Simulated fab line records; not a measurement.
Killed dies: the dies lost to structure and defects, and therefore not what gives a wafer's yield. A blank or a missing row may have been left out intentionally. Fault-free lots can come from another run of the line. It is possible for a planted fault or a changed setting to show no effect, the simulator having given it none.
A lot that was struck, set against a sound lot + flow nand harc + 20 out of 1159 route steps
Sound: these wafers, L993.1, L993.2, L993.5. Wafers L100.1, L100.3, L100.6 were the ones struck. The cause comes at the end.
Per side, at each step with rows, come the tool, then ch with its chambers, and then its first start. Under that, the readings that differ: sound wafers + struck wafers + difference of the means + sigmas: that difference in standard deviations of wafers without a fault.
alike: readings with means less than 2 such deviations apart, plus words and numbers identical on both sides. not compared: withheld readings, readings lacking a value on some wafer, bounds such as >300 that could conceal the same value, and numbers that have no deviation in the record and whose values overlap.
Wherever a step has rows on one side only, a row that says differs or no value, or a row with sigmas, the two part there. Numbers that have no deviation but don't overlap get no sigmas and don't part them. Lack of a reading on every wafer of one side parts them only where that side has two or more wafers.

NHARC_P_ZERO_WELL_CD_MEAS_37: target cd 720 nm.
  sound on cd sem-01 ch 0, day 3 04:01; struck on cd sem-02 ch 0, day 4 22:11
  alike: cd nm
then, 1 step without rows for these wafers: NHARC_P_ZERO_WELL_HARDBAKE_38 (time 80 s).
NHARC_P_ZERO_WELL_DESCUM_39: chemistry O2, time 3 s.
  sound on rie diel-10 ch 0,2, day 3 04:11; struck on rie diel-09 ch 0,3, day 4 22:21
  alike: drypump motor current A, mfc ar sccm, oes product au, rf vpp V, showerhead plenum p Torr, throttle valve pct
  not compared: rf hours counter h
then, 9 steps without rows for these wafers: NHARC_P_ZERO_WELL_IMPLANT_40; NHARC_P_ZERO_WELL_IMPLANT_59; NHARC_P_ZERO_WELL_IMPLANT_60; NHARC_P_ZERO_WELL_STRIP_41 (strips in SPM, time 840 s); NHARC_P_ZERO_WELL_DEHYDRATE_44 (time 120 s); NHARC_P_ZERO_WELL_HMDS_45 (time 30 s); NHARC_P_ZERO_WELL_COAT_46; NHARC_P_ZERO_WELL_SOFTBAKE_47 (time 95 s); NHARC_P_ZERO_WELL_EBR_48.
NHARC_P_ZERO_WELL_EXPOSE_49: exposes mask P HVPW, target cd 2000 nm.
  sound on krf scanner-03 ch 0, day 3 05:31; struck on krf scanner-02 ch 0, day 4 23:40
| reading | sound                      | struck                              | difference | sigmas |
|---------|----------------------------|-------------------------------------|------------|--------|
| mask    | P_HVPW#0 P_HVPW#0 P_HVPW#0 | P_HVPW_R1#0 P_HVPW_R1#0 P_HVPW_R1#0 | differs    |        |
  alike: reticle temp C
then, 2 steps without rows for these wafers: NHARC_P_ZERO_WELL_PEB_50 (peb time 85 s); NHARC_P_ZERO_WELL_DEVELOP_51 (time 70 s).
NHARC_P_ZERO_WELL_CD_MEAS_52: target cd 2000 nm.
  sound on cd sem-03 ch 0, day 3 05:41; struck on cd sem-03 ch 0, day 4 23:50
| reading    | sound                | struck               | difference | sigmas      |
|------------|----------------------|----------------------|------------|-------------|
| cd nm (nm) | 1997.8 1998.6 1999.3 | 1824.1 1824.6 1824.5 | -174.2     | -99 or more |
then, 1 step without rows for these wafers: NHARC_P_ZERO_WELL_HARDBAKE_53 (time 80 s).
NHARC_P_ZERO_WELL_DESCUM_54: chemistry O2, time 3 s.
  sound on rie diel-03 ch 0,3, day 3 05:51; struck on rie diel-10 ch 0,1, day 5 00:01
| reading                      | sound          | struck         | difference | sigmas |
|------------------------------|----------------|----------------|------------|--------|
| model.P_ZERO_WELL.cd nm (nm) | 1998 2000 2000 | 1824 1825 1824 | -175       |        |
  alike: drypump motor current A, mfc ar sccm, oes product au, rf vpp V, showerhead plenum p Torr, throttle valve pct
  not compared: rf hours counter h
then, 1 step without rows for these wafers: NHARC_P_ZERO_WELL_IMPLANT_55.
-- the record jumps here: 17 days lie between the struck wafers' starts before and after (it left off in module P_ZERO_WELL and takes up again in module END, whose first step shown is number 1159 of the route) --
NHARC_END_SORT_01:
  sound on prober-01 ch 0, day 21 11:04; struck on prober-02 ch 0, day 22 03:28
  alike: killed at array, killed at other, killed at periphery, killed dies, killed open, killed short

## WHERE THEY PART
At NHARC_P_ZERO_WELL_EXPOSE_49 first; at NHARC_P_ZERO_WELL_CD_MEAS_52 last (within this record only). Later steps at which nothing parts them and some readings are alike: NHARC_P_ZERO_WELL_DESCUM_54, NHARC_END_SORT_01.

WHY: what the simulator had put in
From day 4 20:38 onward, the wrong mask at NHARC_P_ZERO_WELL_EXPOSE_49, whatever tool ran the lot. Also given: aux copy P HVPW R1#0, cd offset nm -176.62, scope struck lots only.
